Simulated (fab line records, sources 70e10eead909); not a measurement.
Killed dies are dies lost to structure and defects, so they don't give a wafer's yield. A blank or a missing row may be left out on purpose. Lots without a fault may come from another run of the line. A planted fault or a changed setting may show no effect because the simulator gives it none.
Chamber matching | flow nand_harc | NHARC_A_STAIRCASE_DEP_280 on pecvd-03: 3 sister chambers
The step deposits SiON, target thk 30 nm. 3 wafers are shown with their chamber, then 8 later ones without.

WAFERS WITH THEIR CHAMBER
wafer  | chamber | heater_power_w (W)
L084.3 | 1       | 719
L084.6 | 2       | 643
L088.2 | 0       | 844

WAFERS WITHOUT THEIR CHAMBER
wafer  | heater_power_w (W)
L088.4 | 766
L088.5 | 654
L093.1 | 904
L093.4 | 688
L093.6 | 912
L096.2 | 672
L096.5 | 670
L096.6 | 788

WHICH CHAMBER EACH WENT THROUGH
wafer  | from the rows above          | in truth
L088.4 | can't be placed: 1 or 0 or 2 | 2
L088.5 | can't be placed: 2 or 1      | 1
L093.1 | 0                            | 0
L093.4 | can't be placed: 1 or 2      | 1
L093.6 | 0                            | 0
L096.2 | can't be placed: 2 or 1      | 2
L096.5 | can't be placed: 2 or 1      | 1
L096.6 | can't be placed: 0 or 1 or 2 | 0
Placed correctly: 2 of 8. Can't be placed from these rows: 6 (the true chamber is among the candidates in 6). Placed wrongly: 0.
How it was worked out, from the rows above alone: a wafer's distance from a chamber is the root of the sum, over the readings, of the square of ((its reading less the chamber's mean) divided by the reading's scatter). The wafer belongs to the nearest chamber; if the next one is less than 2 further off, it can't be placed. A chamber's mean is the mean of its shown wafers. The scatter: with one shown wafer a chamber, the root of the mean of the squares of how far each hidden wafer lies from its nearest shown one.
